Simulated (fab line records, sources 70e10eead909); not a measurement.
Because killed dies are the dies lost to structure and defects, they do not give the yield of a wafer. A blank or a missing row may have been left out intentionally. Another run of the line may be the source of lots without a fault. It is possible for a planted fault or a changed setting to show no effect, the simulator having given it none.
Comparing a struck lot with a sound one | flow nandHarc | 22 steps out of a route of 1302
Sound: wafers L409.2, L409.3, L409.5. Struck: wafers L415.3, L415.5, L415.6. The cause is given at the end.
Each step with rows lists, per side, the tool, then ch with its chambers, then its first start. Under that, the readings that differ: sound wafers | struck wafers | difference of the means | sigmas: that difference in standard deviations of wafers without a fault.
alike: same words and numbers on both sides, and readings whose means sit less than 2 such deviations apart. not compared: any withheld reading, any reading some wafer has no value for, any bound like >300 that may hide the same value, and any number with overlapping values for which the record gives no deviation.
Wherever a step has rows on one side only, a row that says differs or no value, or a row with sigmas, the two part there. Numbers that don't overlap but have no deviation are shown without sigmas and don't part them. A reading that every wafer of one side lacks parts them only if that side has two wafers or more.

NHARC_A_CONTACT_CMP_20: polishes, t overpolish 30 s, target thk 300 nm.
  sound on cmp-04 ch 0,1,3, day 22 15:07; struck on cmp-03 ch 0,1, day 25 21:53
  alike: motorCurrentA, overpolishRunS, retainingRingPressureFrac, timeToEndpointS
next, for these wafers, 1 step has no rows: NHARC_A_CONTACT_SRD_22.
NHARC_A_CONTACT_INSPECT_23:
  sound on defectInspect-02, day 22 15:28; struck on defectInspect-02, day 25 22:17
  alike: rawDefectCount
then, 8 steps without rows for these wafers: NHARC_A_BLC_DEHYDRATE_00 (time 120 s); NHARC_A_BLC_HMDS_01 (time 30 s); NHARC_A_BLC_COAT_02 (time 75 s); NHARC_A_BLC_COAT_03 (time 65 s); NHARC_A_BLC_COAT_04 (resist thk 90 nm); NHARC_A_BLC_SOFTBAKE_05 (time 55 s); NHARC_A_BLC_EBR_06; NHARC_A_BLC_EXPOSE_07 (exposes mask A BLC, target cd 100 nm).
NHARC_A_BLC_PEB_08: peb time 65 s.
  sound on lithoTrack-01 ch 0, day 22 15:46; struck on lithoTrack-01 ch 0, day 25 22:36
  alike: chillPlateTempC
then, 1 step without rows for these wafers: NHARC_A_BLC_DEVELOP_09 (develop time 35 s).
NHARC_A_BLC_CD_MEAS_10: target cd 100 nm.
  sound on cdSem-02 ch 0, day 22 15:50; struck on cdSem-03 ch 0, day 25 22:41
reading   | sound          | struck            | difference | sigmas
cdNm (nm) | 98.9 99.4 99.9 | 107.8 107.7 107.6 | +8.3       | +13
NHARC_A_BLC_OVL_MEAS_11:
  sound on overlay-01, day 22 15:56; struck on overlay-01, day 25 22:46
reading         | sound       | struck        | difference | sigmas
overlayXNm (nm) | 1.2 1.3 1.1 | 0.0 -1.2 -0.6 | -1.8       | -2
  alike: overlayYNm
NHARC_A_BLC_INSPECT_12:
  sound on defectInspect-01, day 22 15:58; struck on defectInspect-02, day 25 22:48
  alike: rawDefectCount
NHARC_A_BLC_DESCUM_15: chemistry O2, time 3 s.
  sound on rieDiel-09 ch 0,3, day 22 16:02; struck on rieDiel-09 ch 2,3, day 25 22:52
reading               | sound             | struck        | difference | sigmas
model.A_BLC.cdNm (nm) | 98.56 98.93 99.34 | 108 107.5 109 | +9         | 
  alike: drypumpMotorCurrentA, oesProductAu, rfVppV, showerheadPlenumPTorr, throttleValvePct
  not compared: rfHoursCounterH
NHARC_A_BLC_ETCH_16: etches the open film in CF4, target depth 39 nm, time 65 s.
  sound on rieDiel-09 ch 0,1,3, day 22 16:07; struck on rieDiel-09 ch 1,2,3, day 25 22:58
  alike: drypumpMotorCurrentA, oesProductAu, rfVppV, showerheadPlenumPTorr, throttleValvePct
  not compared: rfHoursCounterH
NHARC_A_BLC_ETCH_17: etches the open film in N2/H2, target depth 390 nm, time 609.38 s.
  sound on rieDiel-09 ch 0,2; struck on rieDiel-09 ch 0,1
  alike: drypumpMotorCurrentA, oesProductAu, rfVppV, showerheadPlenumPTorr, throttleValvePct
  not compared: rfHoursCounterH
NHARC_A_BLC_ETCH_18: etches the open film in C4F8/O2/Ar, target depth 910 nm.
  sound on rieDiel-09 ch 2,3; struck on rieDiel-09 ch 2,3
reading               | sound             | struck            | difference | sigmas
model.A_BLC.cdNm (nm) | 97.84 99.39 101.3 | 106.7 106.4 106.6 | +7.1       | 
  alike: oesProductAu, rfVppV
  not compared: rfHoursCounterH
NHARC_A_BLC_CD_MEAS_19:
  sound on cdSem-03, day 22 17:00; struck on cdSem-01, day 25 23:53
reading   | sound           | struck            | difference | sigmas
cdNm (nm) | 98.1 99.3 101.5 | 106.9 106.6 106.5 | +7.0       | +4
-- the record jumps here: 2 days lie between the struck wafers' starts before and after (it left off in module A_BLC and takes up again in module END, whose first step shown is number 1302 of the route) --
NHARC_END_SORT_01:
  at this point the record logs the struck wafers (prober-02 ch 0, day 28 01:10) and has no rows for the sound ones

== WHERE THEY PART ==
Last at NHARC_END_SORT_01 as far as this record goes, first at NHARC_A_BLC_CD_MEAS_10.

WHY: the cause the simulator had injected
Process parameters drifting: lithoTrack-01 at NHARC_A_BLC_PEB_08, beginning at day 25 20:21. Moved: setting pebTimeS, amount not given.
